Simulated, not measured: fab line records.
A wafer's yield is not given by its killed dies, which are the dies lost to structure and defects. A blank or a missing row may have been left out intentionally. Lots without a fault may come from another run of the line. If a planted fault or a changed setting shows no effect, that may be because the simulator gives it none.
Problem report, 8D (eight disciplines) form, completed by code -- flow n5_finfet -- the parts of the form that need people (team, actions taken, sign-off) are left out

== 1. THE ISSUE ==
spin_speed_rpm at N5_BEOL_M13_COAT_22 reads a mean of 2998.6 rpm on 9 wafers of 3 lots; wafers without a fault read 2887.5 rpm with a standard deviation of 2.4. Measured from the usual mean, that is +46 standard deviations.
The step: resist thk 300 nm.
First seen on wafer L302.1, day 14 20:32, on litho_track-04. Wafers with a number at this step in the record: 15, from 5 lots. The rule behind "out" and "out of limits": a value lying over 4 standard deviations away from the usual mean. The rest of the wafers with a number are treated as sound.

== 2. WHAT IT IS, WHAT IT ISN'T ==
question,is,is not
which readings at this step,spin_speed_rpm,exhaust_pa
which lots,"L302, L303, L306","L291, L312"
which wafers of those lots,all that have a number,-
read on which tools,litho_track-04,litho_track-02
when,from day 14 20:32,up to then (3 sound wafers); but 3 sound wafers of L312 came after

== 3. THE SUSPECTS, EACH WITH WHAT RULES IT OUT ==
Counting: a tool at a process step up to the reading stays a suspect if it ran every lot that is out and no sound lot after the first of them.
- litho_track-04 at N5_BEOL_M13_COAT_22 (resist thk 300 nm): kept. It ran every lot that is out, first L302 (day 14 20:32), and no sound lot after that; its last sound lot up to then is L291 (day 11 11:41). Out on those wafers are its own readings of spin_speed_rpm.
Remaining after the count: litho_track-04 at N5_BEOL_M13_COAT_22.

== 4. THE CAUSE (what the simulator had put in) ==
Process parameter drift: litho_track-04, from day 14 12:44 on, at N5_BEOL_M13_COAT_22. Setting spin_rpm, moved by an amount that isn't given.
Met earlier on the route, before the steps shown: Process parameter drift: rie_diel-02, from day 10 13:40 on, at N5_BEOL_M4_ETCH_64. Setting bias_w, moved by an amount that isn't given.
After counting, this tool was the only one left.

== 5. THE CHAIN OF EFFECTS, in route order ==
Each row: a reading where the mean over the struck wafers with a number is more than 3 standard deviations away from the usual. Only readings whose record carries a usual standard deviation are examined. hours: median over the lots of the time between each lot's start at the first step of this table that gives one and its start at this step. sigmas: the change, counted in usual standard deviations.
hours,step,reading,usual,on struck wafers,change,sigmas
0,N5_BEOL_M13_COAT_22,spin_speed_rpm,2887.5 rpm,2998.6,+111.1,+46
Process steps it contains:
- N5_BEOL_M13_COAT_22: resist thk 300 nm.

== 6. HOW IT WOULD HAVE BEEN CAUGHT EARLIER ==
The fault began at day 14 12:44; the first out-of-limits reading in this record came at day 14 20:32, 8 hours later.
